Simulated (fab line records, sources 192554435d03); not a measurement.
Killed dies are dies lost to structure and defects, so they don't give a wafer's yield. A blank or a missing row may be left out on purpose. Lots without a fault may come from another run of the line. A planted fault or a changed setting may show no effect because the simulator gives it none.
A struck lot beside a sound one | flow n5_finfet | 38 steps out of a route of 1938
Sound: wafers L585.2, L585.4, L585.6. Struck: wafer L586.6. (L586.1, L586.3 of the same lot were not struck and are left out.) The cause comes at the end.
At each step with rows: each side's tool, then ch and its chambers, then its first start. Under that, the readings that differ: sound wafers | struck wafers | difference of the means | sigmas: that difference in standard deviations of wafers without a fault.
alike: readings whose means differ by less than 2 such deviations, and words and numbers that are the same on both sides. not compared: withheld readings, readings that some wafer has no value for, bounds like >300 that may hide the same value, and numbers for which the record gives no deviation and whose values overlap.
The two part at a step that has a row with sigmas, a row that says differs or no value, or rows on one side only. Numbers that don't overlap but have no deviation are shown without sigmas and don't part them. A reading that every wafer of one side lacks parts them only if that side has two wafers or more.

first, 11 steps without rows for these wafers: N5_BEOL_M0_CUTY_STRIP_64 (strips in N2/H2); N5_BEOL_M0_ETCH_138 (etches SiCN in CH3F/O2, target depth 12 nm, time 31.6 s); N5_BEOL_M0_HM_OPEN_105 (chemistry Cl2/BCl3, target TiN, target depth 12 nm); N5_BEOL_M0_STRIP_140 (strips in CF4); N5_BEOL_M0_STRIP_104 (strips in N2/H2); N5_BEOL_M0_WET_ETCH_106 (etches SiO2 in DHF, target depth 130 nm, rinse time 30 s); N5_BEOL_M0_ETCH_128 (etches SiCN in CF4/N2, target depth 12 nm, overetch 5.1 nm, time 21.4 s); N5_BEOL_M0_TRENCH_ETCH_107 (etches SiOC in C4F6/O2, target depth 32.8 nm, time 16.4 s); N5_BEOL_M0_STRIP_142 (strips in N2/H2, time 10 s); N5_BEOL_M0_HM_STRIP_129 (strips TiN in peroxide tin strip, target depth 17 nm, time 108 s); N5_BEOL_M0_SRD_130 (time 30 s).
N5_BEOL_M0_ETCH_109: etches SiCN in CH3F/O2, target depth 8 nm, overetch 2.4 nm, time 27.4 s.
  sound on rie_diel-01 ch 0,1,3, day 6 17:37; struck on rie_diel-01 ch 0, day 7 05:46
  alike: drypump_motor_current_A, oes_product_au, rf_vpp_V, showerhead_plenum_p_Torr, throttle_valve_pct
  not compared: rf_hours_counter_h
then, 25 steps without rows for these wafers: N5_BEOL_M0_STRIP_139 (strips in post etch residue remover, time 60 s); N5_BEOL_M0_SRD_111 (time 30 s); N5_BEOL_M0_DEGAS_112 (time 60 s); N5_BEOL_M0_PRE_CLEAN_113 (time 30 s); N5_BEOL_M0_ALD_136 (deposits TaN, pulse time 2 s, purge time 3 s, co reactant purge time 2 s); N5_BEOL_M0_SURFACE_TREAT_137; N5_BEOL_M0_CVD_115 (deposits Co from CCTBA/H2, time 120 s); N5_BEOL_M0_SPUTTER_116 (material Cu, target thk 4 nm, time 7.37 s); N5_BEOL_M0_ANNEAL_117 (time 60 s); N5_BEOL_M0_SPUTTER_132 (material Cu, target thk 4 nm, time 7.37 s); N5_BEOL_M0_ANNEAL_133 (time 60 s); N5_BEOL_M0_SPUTTER_134 (material Cu, target thk 4 nm, time 7.37 s); N5_BEOL_M0_ANNEAL_135 (time 60 s); N5_BEOL_M0_SPUTTER_141 (material Cu, target thk 4 nm, time 7.37 s); N5_BEOL_M0_ECD_118 (material Cu, target thk 300 nm); N5_BEOL_M0_ANNEAL_119 (time 90 s); N5_BEOL_M0_CMP_120 (polishes, stops on SiOC, t overpolish 6.9 s); N5_BEOL_M0_PRE_CLEAN_131 (time 15 s); N5_BEOL_M0_CO_CAP_123 (material Co, precursor CCTBA/H2, target thk 2 nm, time 102.1 s); N5_BEOL_M0_PRE_CLEAN_124 (time 15 s); N5_BEOL_M0_DEP_125 (deposits SiCN from 3MS/NH3, target thk 8 nm, time 14 s); N5_BEOL_M1_ILD_DEP_00 (deposits SiOC from DEMS/O2, target thk 79 nm, time 15.3 s); N5_BEOL_M1_PECVD_72 (deposits SiO2 from TEOS/O2, target thk 16 nm, time 18 s); N5_BEOL_M1_HM_DEP_02 (deposits TiN, target thk 20 nm); N5_BEOL_M1_COAT_61 (time 60 s, resist thk 60 nm).
-- the record jumps here: 7 days lie between the struck wafers' starts before and after (it left off in module BEOL_M1 and takes up again in module PASSIVATION, whose first step shown is number 1936 of the route) --
N5_PASSIVATION_PROBE_49:
  the record has rows for the struck wafers here (prober-01, day 14 10:22) and none for the sound ones

WHERE THEY PART
Only at N5_PASSIVATION_PROBE_49, within this record.

WHY: what the simulator had put in
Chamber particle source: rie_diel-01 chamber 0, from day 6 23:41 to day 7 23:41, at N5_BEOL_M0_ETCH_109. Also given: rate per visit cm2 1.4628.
